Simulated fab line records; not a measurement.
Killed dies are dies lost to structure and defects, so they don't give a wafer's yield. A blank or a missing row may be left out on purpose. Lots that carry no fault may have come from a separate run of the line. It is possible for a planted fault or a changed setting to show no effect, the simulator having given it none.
Code-filled problem report in 8D (eight disciplines) form || flow n5 finfet || the parts of the form that need people (team, actions taken, sign-off) are left out

1. WHAT IS WRONG
At N5_BEOL_M6_INSPECT_30, raw defect count averages 1892 over 6 wafers from 2 lots, while fault-free wafers read 410, standard deviation 89. That is +17 standard deviations from the usual mean.
The step: inspects for defects (brightfield).
Seen first at day 10 18:07 on defect inspect-02, wafer L440.2. Wafers with a number at this step in the record: 30, from 10 lots. Rule for "out" (also "out of limits"): further than 4 standard deviations from the usual mean. All remaining wafers that have a number are taken as sound.

2. WHAT IT IS; WHAT IT IS NOT
{"question": "which readings at this step", "is": "raw defect count", "is not": "-"}
{"question": "which lots", "is": "L440, L441", "is not": "L433, L434, L444, L445, L447, L448, L452, L453"}
{"question": "which wafers of those lots", "is": "all that have a number", "is not": "-"}
{"question": "read on which gauges", "is": "defect inspect-02", "is not": "defect inspect-01"}
{"question": "when", "is": "from day 10 18:07", "is not": "up to then (6 sound wafers); but 18 sound wafers of L444, L445, L447, L448, L452, L453 came after"}

3. THE SUSPECTS, EACH WITH WHAT RULES IT OUT
Counting: any tool at a process step up to the reading is kept as a suspect provided that every lot that is out went through it and no sound lot did after the first of them.
- the gauge at N5_BEOL_M6_INSPECT_30: ruled out. All the wafers that are out were read on defect inspect-02, but those of them that N5_PASSIVATION_PROBE_49 has rows for are out there too, on other tools.
- rie metal-02 at N5_BEOL_M6_HM_OPEN_17 (chemistry Cl2/BCl3, target TiN, target depth 20 nm, overetch 6 nm): ruled out as a lasting fault. After its first lot that is out, L440 (day 10 16:32), sound lots L453 ran on it.
Left after counting: nothing in the record.

4. THE CAUSE (what the simulator had put in)
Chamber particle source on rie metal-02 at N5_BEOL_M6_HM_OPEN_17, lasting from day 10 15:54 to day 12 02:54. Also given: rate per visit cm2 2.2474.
It was ruled out by counting, in error; the rule expects a fault to strike all lots run on its tool from its start on, and this fault did not.

5. THE CHAIN OF EFFECTS, in route order
One row per reading whose mean, taken over the struck wafers that have a number, lies over 3 standard deviations from the usual. Readings are gone through only where the record gives a usual standard deviation; hours: the median, over the lots, of the time from a lot's start at the first step in this table giving one to that lot's start at this step; sigmas: the change measured in usual standard deviations.
{"hours": 0, "step": "N5_BEOL_M6_INSPECT_30", "reading": "raw defect count", "usual": 410, "on struck wafers": 1892, "change": "+1482", "sigmas": "+17"}
{"hours": 85, "step": "N5_PASSIVATION_PROBE_49", "reading": "defect limited yield", "usual": "91.1 %", "on struck wafers": 83.5, "change": -7.6, "sigmas": -5.1}
{"hours": 85, "step": "N5_PASSIVATION_PROBE_49", "reading": "killed_at_M4_up", "usual": 13, "on struck wafers": 92, "change": "+79", "sigmas": "+14"}
{"hours": 85, "step": "N5_PASSIVATION_PROBE_49", "reading": "killed dies", "usual": 105, "on struck wafers": 195, "change": "+90", "sigmas": "+5.0"}
{"hours": 85, "step": "N5_PASSIVATION_PROBE_49", "reading": "killed on rim", "usual": 14, "on struck wafers": 34, "change": "+20", "sigmas": "+5.4"}
{"hours": 85, "step": "N5_PASSIVATION_PROBE_49", "reading": "sort_bin_5_function", "usual": "5.1 %", "on struck wafers": 9.1, "change": "+4.0", "sigmas": "+4.4"}
{"hours": 85, "step": "N5_PASSIVATION_PROBE_49", "reading": "sort n pass", "usual": 1075, "on struck wafers": 985, "change": -90, "sigmas": -5.0}
{"hours": 85, "step": "N5_PASSIVATION_PROBE_49", "reading": "sort yield pct", "usual": "91.1 %", "on struck wafers": 83.5, "change": -7.6, "sigmas": -5.1}
Process steps it contains:
- N5_PASSIVATION_PROBE_49

6. HOW IT WOULD HAVE BEEN CAUGHT EARLIER
In this record the first reading out of limits at a measuring or inspecting step was taken at day 10 18:07, 2 hours after the fault began at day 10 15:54.
No tool reading at N5_BEOL_M6_HM_OPEN_17 that has a usual standard deviation in the record was out on any struck wafer, so an alarm limit of 4 standard deviations on those readings would not have fired.
